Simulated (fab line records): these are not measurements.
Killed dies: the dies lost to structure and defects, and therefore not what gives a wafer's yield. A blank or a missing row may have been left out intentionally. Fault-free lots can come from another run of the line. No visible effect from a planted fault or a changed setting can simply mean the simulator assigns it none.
fab line records -- flow n5Finfet
[record] lots = 12, wafers = 36, lastDay = 17
route steps=1938 shown HKMG_FIN@389
lots that met no fault: from a run of the same line without faults
startH: hours from the record's opening day to when the first of the lot's shown wafers began -- waitH: time in hours since the lot's previous step -- " repeats the value in the row above -- L1.1+2: one row covering several wafers at once -- - value missing, or start not given -- * or withheld: withheld -- < > ~ a bound
route shown NAME@n: a module of which the file shows steps, and the number in the route of the first -- usual: average and standard deviation across the fault-free wafers -- same: alike in all rows -- chamber/n: place in a boat -- sites: readings site by site -- _std_site: standard deviation across them -- _edge_site: inner sites' mean taken away from outer sites' mean -- radiusMm: for every site, how far away it sits from the centre of the wafer -- mask NAME#n: copy n -- behind: the last tool/chamber to shape the wafer -- hold: why the lot was held/for how many hours/how that ended -- device: the n, p or np transistor that did not switch -- end of line: the route-end tests of the same wafers -- a step with no rows: only its recipe -- killed: dies that structure and defects cost at the first sort, which is not the same as the wafer's yield -- map: per-die view of a wafer (x killed, . not killed, _ where there is no die)
set.NAME: setting as actually run; set.NAME@STEP: the setting as run at that earlier step -- model.NAME: the simulator's own value behind a step, which no gauge read
steps of the route over a sample of lots; a table a step, a row a wafer
services: from which hour (startH, from the record's first day; less than 0 if before it) a tool's chamber was out of use, for how many hours, and why
[[steps]]
[step N5_HKMG_FIN_ALD_75]
[recipe] material = Al2O3, targetThkA = 10, tempC = 150, aldPrecursorFamily = TMA, aldCoReactant = H2O, pulseTimeS = withheld, coReactantPulseTimeS = 1
[usual] heaterPowerW = 153/13, precursorPulseHeightRel = 1.002/0.019
lot.wafer,tool,chamber,startH,waitH,heaterPowerW,precursorPulseHeightRel
L270.1,aldHk-03,2,84.62,0.0,142,0.994
L270.3,aldHk-03,0,84.62,0.0,167,1.032
L270.5,aldHk-03,0,84.62,0.0,163,0.986
L271.1,aldHk-01,2,91.03,0.0,175,0.977
L271.2,aldHk-01,0,91.03,0.0,143,0.996
L271.6,aldHk-01,0,91.03,0.0,142,0.979
L272.2,aldHk-03,3,100.46,0.0,132,0.971
L272.3,aldHk-03,1,100.46,0.0,175,1.039
L272.4,aldHk-03,0,100.46,0.0,165,1.006
L274.3,aldHk-03,2,104.08,0.0,144,1.012
L274.4,aldHk-03,0,104.08,0.0,162,0.976
L274.6,aldHk-03,1,104.08,0.0,180,0.992
L275.1,aldHk-02,0,108.10,0.0,162,0.984
L275.2,aldHk-02,2,108.10,0.0,146,1.010
L275.6,aldHk-02,3,108.10,0.0,147,1.025
L276.2,aldHk-02,3,116.88,0.0,145,0.997
L276.3,aldHk-02,0,116.88,0.0,164,0.984
L276.5,aldHk-02,0,116.88,0.0,164,0.960
L282.1,aldHk-02,0,155.35,0.0,161,1.031
L282.3,aldHk-02,1,155.35,0.0,143,1.039
L282.5,aldHk-02,3,155.35,0.0,146,0.987
L284.3,aldHk-02,0,166.04,0.0,162,0.987
L284.4,aldHk-02,2,166.04,0.0,148,1.032
L284.6,aldHk-02,1,166.04,0.0,143,0.998
L285.1,aldHk-03,3,169.69,0.0,132,0.974
L285.4,aldHk-03,2,169.69,0.0,143,1.018
L285.6,aldHk-03,1,169.69,0.0,177,1.012
L287.1,aldHk-02,3,177.56,0.0,146,1.006
L287.4,aldHk-02,1,177.56,0.0,145,0.993
L287.5,aldHk-02,2,177.56,0.0,147,1.009
L288.1,aldHk-01,0,189.74,0.0,140,1.008
L288.4,aldHk-01,3,189.74,0.0,181,0.992
L288.5,aldHk-01,1,189.74,0.0,143,1.037
L289.2,aldHk-01,1,196.68,0.0,144,1.003
L289.5,aldHk-01,1,196.68,0.0,146,1.007
L289.6,aldHk-01,0,196.68,0.0,141,0.989
[step N5_HKMG_FIN_STRIP_57]
[recipe] chemistry = CF4, resist = SiARC, powerW = 300, biasPowerW = 75, pressureMtorr = 50, cf4FlowSccm = 150, rfFrequencyHz = 6e+07
[usual] drypumpMotorCurrentA = 5.9/0.43, oesProductAu = 0.77/0.064, rfVppV = 271.5/1.3, showerheadPlenumPTorr = 1.81/0.049, throttleValvePct = 13.62/0.21
lot.wafer,tool,chamber,startH,waitH,drypumpMotorCurrentA,oesProductAu,rfHoursCounterH,rfVppV,showerheadPlenumPTorr,throttleValvePct
L270.1,rieDiel-06,2,85.34,0.0,5.4,0.77,162,271.2,1.79,13.51
L270.3,rieDiel-06,3,85.34,0.0,5.3,0.91,7,270.7,1.83,13.37
L270.5,rieDiel-06,1,85.34,0.0,6.5,0.72,-,273.1,1.84,13.81
L271.1,rieDiel-03,1,91.86,0.0,5.4,0.84,56,271.3,1.83,13.72
L271.2,rieDiel-03,2,91.86,0.0,5.4,0.75,144,270.9,1.80,13.39
L271.6,rieDiel-03,1,91.86,0.0,5.4,0.84,-,273.5,1.83,13.73
L272.2,rieDiel-01,3,101.30,0.0,6.1,0.72,200,271.8,1.78,13.87
L272.3,rieDiel-01,0,101.30,0.0,6.4,0.80,115,273.3,1.89,13.68
L272.4,rieDiel-01,2,101.30,0.0,6.2,0.95,6,271.9,1.83,13.48
L274.3,rieDiel-03,0,105.18,0.0,6.1,0.73,146,271.4,1.79,13.78
L274.4,rieDiel-03,0,105.18,0.0,6.1,0.73,-,271.0,1.79,13.79
L274.6,rieDiel-03,2,105.18,0.0,5.4,0.74,-,271.0,1.80,13.39
L275.1,rieDiel-06,2,109.15,0.0,5.4,0.76,170,270.5,1.78,13.54
L275.2,rieDiel-06,1,109.15,0.0,6.5,0.71,214,271.5,1.84,13.85
L275.6,rieDiel-06,1,109.15,0.0,6.5,0.71,-,271.9,1.84,13.84
L276.2,rieDiel-03,2,117.76,0.0,5.4,0.73,158,270.7,1.79,13.41
L276.3,rieDiel-03,3,117.76,0.0,6.3,0.85,57,271.6,1.76,13.20
L276.5,rieDiel-03,2,117.76,0.0,5.4,0.73,-,272.3,1.79,13.41
L282.1,rieDiel-03,2,156.44,0.0,5.4,0.72,173,271.9,1.79,13.44
L282.3,rieDiel-03,0,156.44,0.0,6.1,0.71,167,271.6,1.78,13.83
L282.5,rieDiel-03,2,156.44,0.0,5.4,0.72,-,269.9,1.79,13.45
L284.3,rieDiel-03,1,166.75,0.0,5.5,0.82,69,273.1,1.83,13.74
L284.4,rieDiel-03,3,166.75,0.0,6.3,0.83,73,270.7,1.76,13.24
L284.6,rieDiel-03,1,166.75,0.0,5.5,0.82,-,273.0,1.83,13.75
L285.1,rieDiel-03,0,170.53,0.0,6.1,0.71,172,269.4,1.78,13.87
L285.4,rieDiel-03,1,170.53,0.0,5.5,0.82,71,272.3,1.83,13.76
L285.6,rieDiel-03,2,170.53,0.0,5.4,0.71,-,269.7,1.79,13.46
L287.1,rieDiel-06,2,178.39,0.0,5.4,0.75,193,270.0,1.78,13.57
L287.4,rieDiel-06,1,178.39,0.0,6.5,0.70,238,273.0,1.83,13.88
L287.5,rieDiel-06,0,178.39,0.0,5.8,0.77,-,274.6,1.89,13.68
L288.1,rieDiel-01,3,190.58,0.0,6.1,0.70,229,271.8,1.77,13.95
L288.4,rieDiel-01,1,190.58,0.0,5.9,0.71,174,270.3,1.70,13.57
L288.5,rieDiel-01,0,190.58,0.0,6.5,0.78,-,274.0,1.88,13.73
L289.2,rieDiel-03,2,197.72,0.0,5.4,0.71,187,271.9,1.79,13.47
L289.5,rieDiel-03,2,197.72,0.0,5.4,0.72,-,272.4,1.78,13.48
L289.6,rieDiel-03,3,197.72,0.0,6.3,0.81,-,268.7,1.76,13.26
[step N5_HKMG_FIN_PWFM_ALD_03]
[recipe] material = TiN, targetThkA = 20, tempC = 400, aldPrecursorFamily = TiCl4, aldCoReactant = NH3, pulseTimeS = 1, purgeTimeS = 3, coReactantPurgeTimeS = 2, coReactantPulseTimeS = 2, aldCycles = 91, pressureTorr = 3
[usual] aldCycles = 91/0, heaterPowerW = 877/65, precursorPulseHeightRel = 1.001/0.02
[same] coReactantPulseTimeS = 2, coReactantPurgeTimeS = 2, purgeTimeS = 3
lot.wafer,tool,chamber,startH,waitH,aldCycles,heaterPowerW,precursorPulseHeightRel
L270.1,aldMetal-01,2,87.55,0.0,91,920,1.002
L270.3,aldMetal-01,1,87.55,0.0,91,918,0.973
L270.5,aldMetal-01,0,87.55,0.0,91,827,0.978
L271.1,aldMetal-04,1,94.03,0.0,91,917,1.034
L271.2,aldMetal-04,3,94.03,0.0,91,900,0.973
L271.6,aldMetal-04,2,94.03,0.0,91,984,1.016
L272.2,aldMetal-03,3,103.46,0.0,91,711,0.989
L272.3,aldMetal-03,1,103.46,0.0,91,890,0.995
L272.4,aldMetal-03,2,103.46,0.0,91,813,1.002
L274.3,aldMetal-01,1,107.43,0.0,91,934,0.991
L274.4,aldMetal-01,2,107.43,0.0,91,944,1.034
L274.6,aldMetal-01,3,107.43,0.0,91,874,0.983
L275.1,aldMetal-04,2,111.33,0.0,91,963,0.999
L275.2,aldMetal-04,1,111.33,0.0,91,900,0.992
L275.6,aldMetal-04,1,111.33,0.0,91,925,0.998
L276.2,aldMetal-01,0,119.93,0.0,91,841,1.023
L276.3,aldMetal-01,3,119.93,0.0,91,854,1.015
L276.5,aldMetal-01,3,119.93,0.0,91,840,0.985
L282.1,aldMetal-03,3,158.60,0.0,91,684,0.990
L282.3,aldMetal-03,0,158.60,0.0,91,806,1.006
L282.5,aldMetal-03,1,158.60,0.0,91,893,1.000
L284.3,aldMetal-03,2,168.94,0.0,91,827,0.984
L284.4,aldMetal-03,3,168.94,0.0,52,686,1.002
L284.6,aldMetal-03,0,168.94,0.0,91,847,1.014
L285.1,aldMetal-03,1,172.95,0.0,91,876,0.992
L285.4,aldMetal-03,3,172.95,0.0,52,721,0.982
L285.6,aldMetal-03,3,172.95,0.0,52,717,0.995
L287.1,aldMetal-04,1,180.55,0.0,91,944,0.987
L287.4,aldMetal-04,3,180.55,0.0,91,906,0.993
L287.5,aldMetal-04,3,180.55,0.0,91,869,0.956
L288.1,aldMetal-01,0,192.82,0.0,91,831,1.051
L288.4,aldMetal-01,3,192.82,0.0,91,833,1.002
L288.5,aldMetal-01,2,192.82,0.0,91,937,0.982
L289.2,aldMetal-04,2,199.89,0.0,91,973,1.042
L289.5,aldMetal-04,3,199.89,0.0,91,888,1.000
L289.6,aldMetal-04,0,199.89,0.0,91,789,0.983
[step N5_HKMG_FIN_CD_MEAS_12]
[recipe] targetCdNm = 92.8, landingEnergyEv = 500, detector = seInlens
[usual] cdNm = 93.6/0.87
lot.wafer,tool,chamber,startH,waitH,cdNm
L270.1,cdSem-01,0,88.38,-,94.1
L270.3,cdSem-01,0,88.38,-,93.9
L270.5,cdSem-01,0,88.38,-,92.6
L271.1,cdSem-03,0,94.74,-,93.3
L271.2,cdSem-03,0,94.74,-,93.4
L271.6,cdSem-03,0,94.74,-,92.7
L272.2,cdSem-03,0,104.18,-,93.1
L272.3,cdSem-03,0,104.18,-,93.9
L272.4,cdSem-03,0,104.18,-,93.3
L274.3,cdSem-01,0,108.14,-,92.9
L274.4,cdSem-01,0,108.14,-,94.4
L274.6,cdSem-01,0,108.14,-,93.1
L275.1,cdSem-03,0,112.16,-,94.3
L275.2,cdSem-03,0,112.16,-,93.7
L275.6,cdSem-03,0,112.16,-,94.8
L276.2,cdSem-02,0,120.78,-,94.1
L276.3,cdSem-02,0,120.78,-,93.3
L276.5,cdSem-02,0,120.78,-,93.8
L282.1,cdSem-01,0,159.44,-,94.2
L282.3,cdSem-01,0,159.44,-,94.2
L282.5,cdSem-01,0,159.44,-,92.6
L284.3,cdSem-03,0,169.65,-,92.8
L284.4,cdSem-03,0,169.65,-,94.7
L284.6,cdSem-03,0,169.65,-,95.1
L285.1,cdSem-02,0,173.78,-,94.2
L285.4,cdSem-02,0,173.78,-,94.5
L285.6,cdSem-02,0,173.78,-,93.1
L287.1,cdSem-03,0,181.26,-,93.8
L287.4,cdSem-03,0,181.26,-,92.8
L287.5,cdSem-03,0,181.26,-,94.5
L288.1,cdSem-01,0,193.53,-,92.9
L288.4,cdSem-01,0,193.53,-,91.8
L288.5,cdSem-01,0,193.53,-,93.4
L289.2,cdSem-02,0,200.60,-,93.5
L289.5,cdSem-02,0,200.60,-,93.9
L289.6,cdSem-02,0,200.60,-,93.8
[[services]]
tool,chamber,startH,hours,kind
rieDiel-01,2,66.15,-,clean
rieDiel-01,2,66.15,-,consumableReplace:focusRing
rieDiel-01,2,66.15,18.8,scheduledDown
rieDiel-01,2,66.15,18.8,ventCycle
aldMetal-01,-,75.63,1.8,repair
aldMetal-04,0,89.24,36.0,repair
rieDiel-03,1,92.41,36.0,repair
aldMetal-03,-,130.52,0.3,repair
aldMetal-03,-,130.98,6.0,pm
aldMetal-01,-,139.30,1.3,repair
aldHk-03,-,155.67,0.2,repair
aldHk-03,-,177.02,8.7,pm
aldHk-01,-,180.98,0.3,repair
[[key]]
[firstSign] step = N5_HKMG_FIN_PWFM_ALD_03, reading = aldCycles, direction = down, sigmas = 99+, usual = *, struck = *
effect none on later readings
metAt N5_HKMG_FIN_PWFM_ALD_03
struckLots L284,L285
struckWafers L284.4,L285.4,L285.6
testerLeftOut L284,L285
notActingAt N5_HKMG_FIN_ALD_75,N5_HKMG_FIN_STRIP_57,N5_HKMG_FIN_CD_MEAS_12
onsetBetween 158.60 168.94
[fault] kind = processParameterDrift, tool = aldMetal-03, chamber = 3, onsetH = 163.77, steps = N5_HKMG_FIN_PWFM_ALD_03, channel = aldCycles, offset = *, shape = step, endH = 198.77, actsIn = *, stated = *
// testerLeftOut: of these lots the tester's yield and bins aren't shown, on N5 and GAA mostly nor the transistor test; their killed dies are dies lost to structure and defects alone, not to doping, threshold or leakage, so they don't give the yield
